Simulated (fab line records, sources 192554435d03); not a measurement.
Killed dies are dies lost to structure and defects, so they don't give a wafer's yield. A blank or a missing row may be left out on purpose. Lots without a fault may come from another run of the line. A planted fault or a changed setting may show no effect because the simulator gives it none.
Which tool did it? | flow n5_finfet | 24 lots, 72 wafers sampled, at 6 steps of a route of 1938

WHAT THE GAUGES READ, wafer by wafer
The record holds no reading of a measuring or inspecting step that can be judged against a usual standard deviation.

WHICH TOOL RAN EACH LOT (tool, then ch and the chambers of the sampled wafers, then the start)
lot  | N5_BEOL_M9_DEGAS_44          | N5_BEOL_M9_SURFACE_TREAT_79  | N5_BEOL_M9_SPUTTER_48        | N5_BEOL_M10_ETCH_62                | N5_BEOL_M10_DESCUM_33              | N5_BEOL_M10_ETCH_66
L075 | pvd_sputter-01, day 9 23:15  | pvd_sputter-01, day 10 01:15 | pvd_sputter-02, day 10 01:31 | rie_diel-02 ch 2,3, day 10 04:47   | rie_diel-02 ch 0,1,3, day 10 05:42 | rie_diel-02 ch 0,1,3, day 10 05:47
L074 | pvd_sputter-02, day 10 02:54 | pvd_sputter-02, day 10 03:24 | pvd_sputter-02, day 10 03:37 | rie_diel-04 ch 0,1,3, day 10 07:14 | rie_diel-03 ch 1,3, day 10 08:46   | rie_diel-03 ch 1,3, day 10 08:51
L077 | pvd_sputter-02, day 10 06:44 | pvd_sputter-02, day 10 07:12 | pvd_sputter-03, day 10 07:37 | rie_diel-04 ch 0,2,3, day 10 11:07 | rie_diel-03 ch 0,1,2, day 10 12:38 | rie_diel-03 ch 0,1,2, day 10 12:43
L076 | pvd_sputter-01, day 10 09:52 | pvd_sputter-01, day 10 10:21 | pvd_sputter-02, day 10 10:34 | rie_diel-03 ch 0,3, day 10 13:41   | rie_diel-02 ch 1,2,3, day 10 15:40 | rie_diel-02 ch 1,2,3, day 10 15:45
L078 | pvd_sputter-01, day 11 04:20 | pvd_sputter-03, day 11 05:06 | pvd_sputter-03, day 11 05:44 | rie_diel-03 ch 0,1,3, day 11 12:14 | rie_diel-04 ch 1,3, day 11 14:50   | rie_diel-04 ch 1,3, day 11 14:55
L079 | pvd_sputter-03, day 11 06:16 | pvd_sputter-03, day 11 06:46 | pvd_sputter-03, day 11 06:56 | rie_diel-03 ch 0,1, day 11 12:56   | rie_diel-03 ch 0,1, day 11 14:52   | rie_diel-03 ch 0,1, day 11 14:58
L081 | pvd_sputter-03, day 11 16:08 | pvd_sputter-03, day 11 16:42 | pvd_sputter-02, day 11 16:55 | rie_diel-03 ch 0,1,3, day 11 22:44 | rie_diel-03 ch 0,1, day 11 23:53   | rie_diel-03 ch 0,1, day 11 23:58
L082 | pvd_sputter-02, day 12 03:04 | pvd_sputter-02, day 12 03:29 | pvd_sputter-03, day 12 03:42 | rie_diel-02 ch 1,2,3, day 12 06:23 | rie_diel-04 ch 0,1,3, day 12 08:20 | rie_diel-04 ch 0,1,3, day 12 08:26
L080 | pvd_sputter-03, day 12 05:40 | pvd_sputter-01, day 12 06:23 | pvd_sputter-01, day 12 06:37 | rie_diel-02 ch 1,2,3, day 12 09:57 | rie_diel-02 ch 1,2, day 12 14:46   | rie_diel-02 ch 1,2, day 12 14:56
L083 | pvd_sputter-02, day 12 09:31 | pvd_sputter-01, day 12 09:58 | pvd_sputter-02, day 12 10:14 | rie_diel-04 ch 0,1,2, day 12 15:14 | rie_diel-03 ch 0,1,3, day 12 17:43 | rie_diel-03 ch 0,1,3, day 12 17:48
L086 | pvd_sputter-02, day 12 21:26 | pvd_sputter-03, day 12 21:52 | pvd_sputter-03, day 12 22:02 | rie_diel-03 ch 0,1,3, day 13 01:32 | rie_diel-02 ch 1,2,3, day 13 03:19 | rie_diel-02 ch 1,2,3, day 13 03:23
L085 | pvd_sputter-02, day 12 21:43 | pvd_sputter-02, day 12 22:14 | pvd_sputter-02, day 12 22:26 | rie_diel-04 ch 0,1,3, day 13 01:34 | rie_diel-02 ch 0,1,3, day 13 02:50 | rie_diel-02 ch 0,1,3, day 13 02:56
L084 | pvd_sputter-02, day 12 22:19 | pvd_sputter-03, day 12 23:57 | pvd_sputter-01, day 13 00:13 | rie_diel-03 ch 0,1,2, day 13 03:56 | rie_diel-03 ch 0,2, day 13 06:17   | rie_diel-03 ch 0,2, day 13 06:23
L088 | pvd_sputter-01, day 13 03:59 | pvd_sputter-03, day 13 04:33 | pvd_sputter-03, day 13 04:47 | rie_diel-02 ch 0,1,2, day 13 09:00 | rie_diel-03 ch 1,2,3, day 13 10:59 | rie_diel-03 ch 1,2,3, day 13 11:05
L087 | pvd_sputter-01, day 13 04:11 | pvd_sputter-03, day 13 04:45 | pvd_sputter-03, day 13 05:05 | rie_diel-04 ch 2,3, day 13 09:13   | rie_diel-02 ch 2,3, day 13 11:20   | rie_diel-02 ch 2,3, day 13 11:25
L089 | pvd_sputter-01, day 13 20:11 | pvd_sputter-01, day 13 20:37 | pvd_sputter-03, day 13 20:48 | rie_diel-02 ch 1,2,3, day 14 00:37 | rie_diel-03 ch 0,1,2, day 14 01:49 | rie_diel-03 ch 0,1,2, day 14 01:55
L090 | pvd_sputter-03, day 13 20:43 | pvd_sputter-01, day 13 21:17 | pvd_sputter-01, day 13 21:41 | rie_diel-04 ch 0,2,3, day 14 00:53 | rie_diel-02 ch 0,2,3, day 14 01:51 | rie_diel-02 ch 0,2,3, day 14 01:56
L092 | pvd_sputter-01, day 14 03:36 | pvd_sputter-01, day 14 04:00 | pvd_sputter-01, day 14 04:22 | rie_diel-04 ch 0,2,3, day 14 08:35 | rie_diel-02 ch 1,2,3, day 14 09:27 | rie_diel-02 ch 1,2,3, day 14 09:34
L093 | pvd_sputter-01, day 14 12:34 | pvd_sputter-03, day 14 12:59 | pvd_sputter-01, day 14 13:19 | rie_diel-02 ch 1,2,3, day 14 17:35 | rie_diel-04 ch 1,2,3, day 14 21:12 | rie_diel-04 ch 1,2,3, day 14 21:17
L091 | pvd_sputter-03, day 14 13:26 | pvd_sputter-03, day 14 15:29 | pvd_sputter-02, day 14 16:01 | rie_diel-04 ch 0,1, day 14 19:13   | rie_diel-02 ch 1,2, day 14 21:22   | rie_diel-02 ch 1,2, day 14 21:27
L094 | pvd_sputter-03, day 14 21:28 | pvd_sputter-03, day 14 21:56 | pvd_sputter-03, day 14 22:07 | rie_diel-03 ch 0,1,2, day 15 02:26 | rie_diel-04 ch 0,2,3, day 15 04:22 | rie_diel-04 ch 0,2,3, day 15 04:28
L095 | pvd_sputter-03, day 15 05:49 | pvd_sputter-02, day 15 06:30 | pvd_sputter-02, day 15 06:47 | rie_diel-04 ch 1,2, day 15 09:15   | rie_diel-04 ch 1,3, day 15 11:07   | rie_diel-04 ch 1,3, day 15 11:12
L096 | pvd_sputter-02, day 15 11:44 | pvd_sputter-01, day 15 12:19 | pvd_sputter-01, day 15 12:31 | rie_diel-04 ch 2,3, day 15 16:31   | rie_diel-02 ch 1,2,3, day 15 19:05 | rie_diel-02 ch 1,2,3, day 15 19:10
L097 | pvd_sputter-01, day 16 09:34 | pvd_sputter-02, day 16 09:56 | pvd_sputter-01, day 16 11:48 | rie_diel-02 ch 0,1,2, day 16 15:44 | rie_diel-03 ch 0,2,3, day 16 16:34 | rie_diel-03 ch 0,2,3, day 16 16:39
- N5_BEOL_M9_DEGAS_44: time 60 s.
- N5_BEOL_M9_SURFACE_TREAT_79
- N5_BEOL_M9_SPUTTER_48: material Cu, target thk 12 nm, time 2 s.
- N5_BEOL_M10_ETCH_62: etches SOC in N2/H2, target depth 110 nm, overetch 22 nm, time 165 s.
- N5_BEOL_M10_DESCUM_33: chemistry O2, time 7.9 s.
- N5_BEOL_M10_ETCH_66: etches SOC in N2/H2, target depth 120 nm, overetch 24 nm, time 180 s.

WHAT THE TOOLS THEMSELVES READ (means of the sampled wafers that have a number; where no wafer has one, the mark that the record gives instead)
N5_BEOL_M9_DEGAS_44.
lot  | tool           | heater_power_w (W)
L075 | pvd_sputter-01 | 291
L074 | pvd_sputter-02 | 328
L077 | pvd_sputter-02 | 331
L076 | pvd_sputter-01 | 304
L078 | pvd_sputter-01 | 298
L079 | pvd_sputter-03 | 379
L081 | pvd_sputter-03 | 335
L082 | pvd_sputter-02 | 340
L080 | pvd_sputter-03 | 378
L083 | pvd_sputter-02 | 330
L086 | pvd_sputter-02 | 364
L085 | pvd_sputter-02 | 338
L084 | pvd_sputter-02 | 338
L088 | pvd_sputter-01 | 281
L087 | pvd_sputter-01 | 289
L089 | pvd_sputter-01 | 287
L090 | pvd_sputter-03 | 376
L092 | pvd_sputter-01 | 293
L093 | pvd_sputter-01 | 311
L091 | pvd_sputter-03 | 400
L094 | pvd_sputter-03 | 327
L095 | pvd_sputter-03 | 370
L096 | pvd_sputter-02 | 365
L097 | pvd_sputter-01 | 305

N5_BEOL_M9_SPUTTER_48.
lot  | tool           | throttle_valve_pct (%)
L075 | pvd_sputter-02 | 30.6
L074 | pvd_sputter-02 | 30.2
L077 | pvd_sputter-03 | 30.0
L076 | pvd_sputter-02 | 30.9
L078 | pvd_sputter-03 | 30.3
L079 | pvd_sputter-03 | 30.5
L081 | pvd_sputter-02 | 30.7
L082 | pvd_sputter-03 | 30.5
L080 | pvd_sputter-01 | 29.0
L083 | pvd_sputter-02 | 30.8
L086 | pvd_sputter-03 | 29.7
L085 | pvd_sputter-02 | 30.2
L084 | pvd_sputter-01 | 31.5
L088 | pvd_sputter-03 | 30.4
L087 | pvd_sputter-03 | 30.4
L089 | pvd_sputter-03 | 30.3
L090 | pvd_sputter-01 | 30.0
L092 | pvd_sputter-01 | 30.9
L093 | pvd_sputter-01 | 29.3
L091 | pvd_sputter-02 | 30.1
L094 | pvd_sputter-03 | 30.5
L095 | pvd_sputter-02 | 30.8
L096 | pvd_sputter-01 | 30.2
L097 | pvd_sputter-01 | 30.8

N5_BEOL_M10_ETCH_62.
lot  | tool        | drypump_motor_current_A (A) | h2_flow_sccm (sccm) | oes_product_au (a.u.) | rf_vpp_V (V) | showerhead_plenum_p_Torr (Torr) | throttle_valve_pct (%)
L075 | rie_diel-02 | 5.3                         | 199.4               | 0.73                  | 526.9        | 2.61                            | 17.58
L074 | rie_diel-04 | 5.7                         | 200.9               | 0.72                  | 523.4        | 2.54                            | 17.86
L077 | rie_diel-04 | 5.4                         | 199.9               | 0.77                  | 520.8        | 2.50                            | 17.65
L076 | rie_diel-03 | 5.8                         | 199.8               | 0.69                  | 523.7        | 2.54                            | 17.99
L078 | rie_diel-03 | 5.5                         | 199.8               | 0.67                  | 523.5        | 2.53                            | 17.81
L079 | rie_diel-03 | 5.9                         | 199.9               | 0.71                  | 522.9        | 2.47                            | 17.84
L081 | rie_diel-03 | 5.5                         | 199.7               | 0.67                  | 523.7        | 2.53                            | 17.83
L082 | rie_diel-02 | 5.6                         | 199.7               | 0.72                  | 524.2        | 2.54                            | 17.52
L080 | rie_diel-02 | 5.6                         | 199.8               | 0.72                  | 523.8        | 2.54                            | 17.51
L083 | rie_diel-04 | 5.4                         | 199.7               | 0.69                  | 523.1        | 2.53                            | 17.98
L086 | rie_diel-03 | 5.6                         | 200.2               | 0.66                  | 523.2        | 2.52                            | 17.85
L085 | rie_diel-04 | 5.7                         | 200.2               | 0.69                  | 523.6        | 2.53                            | 17.89
L084 | rie_diel-03 | 5.8                         | 199.9               | 0.73                  | 521.2        | 2.47                            | 17.73
L088 | rie_diel-02 | 5.5                         | 199.8               | 0.74                  | 524.2        | 2.55                            | 17.60
L087 | rie_diel-04 | 5.5                         | 199.5               | 0.71                  | 521.5        | 2.48                            | 17.60
L089 | rie_diel-02 | 5.6                         | 200.5               | 0.70                  | 523.8        | 2.54                            | 17.54
L090 | rie_diel-04 | 5.4                         | 199.6               | 0.72                  | 523.2        | 2.49                            | 17.70
L092 | rie_diel-04 | 5.4                         | 199.8               | 0.71                  | 522.5        | 2.49                            | 17.71
L093 | rie_diel-02 | 5.6                         | 199.9               | 0.70                  | 523.3        | 2.54                            | 17.56
L091 | rie_diel-04 | 5.3                         | 200.0               | 0.76                  | 523.6        | 2.54                            | 17.91
L094 | rie_diel-03 | 5.8                         | 199.7               | 0.70                  | 522.2        | 2.47                            | 17.75
L095 | rie_diel-04 | 5.7                         | 199.8               | 0.76                  | 524.8        | 2.56                            | 17.74
L096 | rie_diel-04 | 5.5                         | 199.6               | 0.70                  | 521.7        | 2.47                            | 17.62
L097 | rie_diel-02 | 5.5                         | 199.9               | 0.70                  | 524.5        | 2.54                            | 17.64

N5_BEOL_M10_DESCUM_33.
lot  | tool        | drypump_motor_current_A (A) | oes_product_au (a.u.) | rf_vpp_V (V) | showerhead_plenum_p_Torr (Torr) | throttle_valve_pct (%)
L075 | rie_diel-02 | 5.6                         | 0.83                  | 243.1        | 2.08                            | 20.33
L074 | rie_diel-03 | 5.3                         | 0.77                  | 242.6        | 2.08                            | 20.30
L077 | rie_diel-03 | 5.7                         | 0.79                  | 242.0        | 2.06                            | 20.53
L076 | rie_diel-02 | 5.6                         | 0.89                  | 243.3        | 2.10                            | 20.17
L078 | rie_diel-04 | 6.1                         | 0.77                  | 243.5        | 2.12                            | 20.63
L079 | rie_diel-03 | 5.9                         | 0.84                  | 241.7        | 2.05                            | 20.62
L081 | rie_diel-03 | 5.8                         | 0.84                  | 241.5        | 2.05                            | 20.61
L082 | rie_diel-04 | 5.7                         | 0.83                  | 243.7        | 2.08                            | 20.41
L080 | rie_diel-02 | 5.6                         | 0.84                  | 242.4        | 2.03                            | 20.21
L083 | rie_diel-03 | 5.5                         | 0.77                  | 242.3        | 2.08                            | 20.49
L086 | rie_diel-02 | 5.6                         | 0.84                  | 243.2        | 2.10                            | 20.21
L085 | rie_diel-02 | 5.6                         | 0.90                  | 245.4        | 2.16                            | 20.21
L084 | rie_diel-03 | 6.0                         | 0.87                  | 242.6        | 2.06                            | 20.59
L088 | rie_diel-03 | 5.4                         | 0.79                  | 242.8        | 2.08                            | 20.31
L087 | rie_diel-02 | 5.2                         | 0.82                  | 242.7        | 2.09                            | 20.37
L089 | rie_diel-03 | 5.7                         | 0.83                  | 241.6        | 2.05                            | 20.45
L090 | rie_diel-02 | 5.2                         | 0.85                  | 244.0        | 2.15                            | 20.39
L092 | rie_diel-02 | 5.6                         | 0.84                  | 242.8        | 2.09                            | 20.22
L093 | rie_diel-04 | 5.7                         | 0.88                  | 242.9        | 2.07                            | 20.32
L091 | rie_diel-02 | 5.5                         | 0.81                  | 241.8        | 2.02                            | 20.23
L094 | rie_diel-04 | 5.4                         | 0.84                  | 242.0        | 2.03                            | 20.27
L095 | rie_diel-04 | 6.1                         | 0.87                  | 243.0        | 2.07                            | 20.25
L096 | rie_diel-02 | 5.6                         | 0.81                  | 243.7        | 2.09                            | 20.24
L097 | rie_diel-03 | 5.7                         | 0.78                  | 242.6        | 2.07                            | 20.50

N5_BEOL_M10_ETCH_66.
lot  | tool        | drypump_motor_current_A (A) | h2_flow_sccm (sccm) | oes_product_au (a.u.) | rf_vpp_V (V) | showerhead_plenum_p_Torr (Torr) | throttle_valve_pct (%)
L075 | rie_diel-02 | 5.6                         | 200.4               | 0.68                  | 523.0        | 2.52                            | 17.61
L074 | rie_diel-03 | 5.3                         | 199.8               | 0.63                  | 522.9        | 2.53                            | 17.62
L077 | rie_diel-03 | 5.8                         | 200.8               | 0.64                  | 522.9        | 2.48                            | 17.83
L076 | rie_diel-02 | 5.6                         | 199.6               | 0.70                  | 523.9        | 2.55                            | 17.49
L078 | rie_diel-04 | 6.0                         | 200.5               | 0.62                  | 525.7        | 2.57                            | 17.98
L079 | rie_diel-03 | 5.8                         | 200.1               | 0.68                  | 522.6        | 2.47                            | 17.84
L081 | rie_diel-03 | 5.8                         | 200.7               | 0.67                  | 521.8        | 2.47                            | 17.85
L082 | rie_diel-04 | 5.7                         | 199.8               | 0.67                  | 523.0        | 2.54                            | 17.88
L080 | rie_diel-02 | 5.6                         | 199.7               | 0.67                  | 522.3        | 2.47                            | 17.62
L083 | rie_diel-03 | 5.6                         | 200.6               | 0.64                  | 523.2        | 2.53                            | 17.83
L086 | rie_diel-02 | 5.6                         | 199.7               | 0.68                  | 524.6        | 2.54                            | 17.52
L085 | rie_diel-02 | 5.6                         | 200.0               | 0.73                  | 526.2        | 2.62                            | 17.48
L084 | rie_diel-03 | 6.0                         | 200.6               | 0.70                  | 522.4        | 2.48                            | 17.90
L088 | rie_diel-03 | 5.4                         | 200.0               | 0.66                  | 523.3        | 2.53                            | 17.69
L087 | rie_diel-02 | 5.2                         | 199.5               | 0.65                  | 523.3        | 2.54                            | 17.74
L089 | rie_diel-03 | 5.8                         | 199.9               | 0.68                  | 521.3        | 2.47                            | 17.73
L090 | rie_diel-02 | 5.2                         | 200.1               | 0.69                  | 525.4        | 2.61                            | 17.71
L092 | rie_diel-02 | 5.6                         | 200.3               | 0.67                  | 523.7        | 2.54                            | 17.54
L093 | rie_diel-04 | 5.8                         | 200.4               | 0.70                  | 522.4        | 2.51                            | 17.64
L091 | rie_diel-02 | 5.6                         | 200.0               | 0.65                  | 522.7        | 2.46                            | 17.65
L094 | rie_diel-04 | 5.4                         | 200.0               | 0.68                  | 522.1        | 2.48                            | 17.72
L095 | rie_diel-04 | 6.1                         | 200.5               | 0.70                  | 522.4        | 2.51                            | 17.57
L096 | rie_diel-02 | 5.6                         | 200.8               | 0.66                  | 523.1        | 2.53                            | 17.58
L097 | rie_diel-03 | 5.7                         | 200.1               | 0.64                  | 523.8        | 2.53                            | 17.94

THE ANSWER, worked out from the rows above alone
Rule: what is usual is taken from the lots themselves. Put in order of their means at a reading, lots are off if they are a third of the lots or fewer, leave a main group of 4 or more, and stand apart from it by a gap of 3 or more times the standard deviation of the main group's means; of several such gaps the widest counts. A main group whose means are all the same, to the digits that the tables above print for the reading, isn't used. A lot without any number at a reading at which 4 lots or more have one is off too. The other lots that the step has rows for count as sound. The gauges are gone through in route order, then the tools' own readings, and for those a lot's mean is taken as printed above. The first step at which some lot is off is used, and at that step the reading that is off furthest; a lot without a number counts as furthest.
No lot is off at any reading shown: from this, nothing can be told.

WHAT THE SIMULATOR HAD PUT IN
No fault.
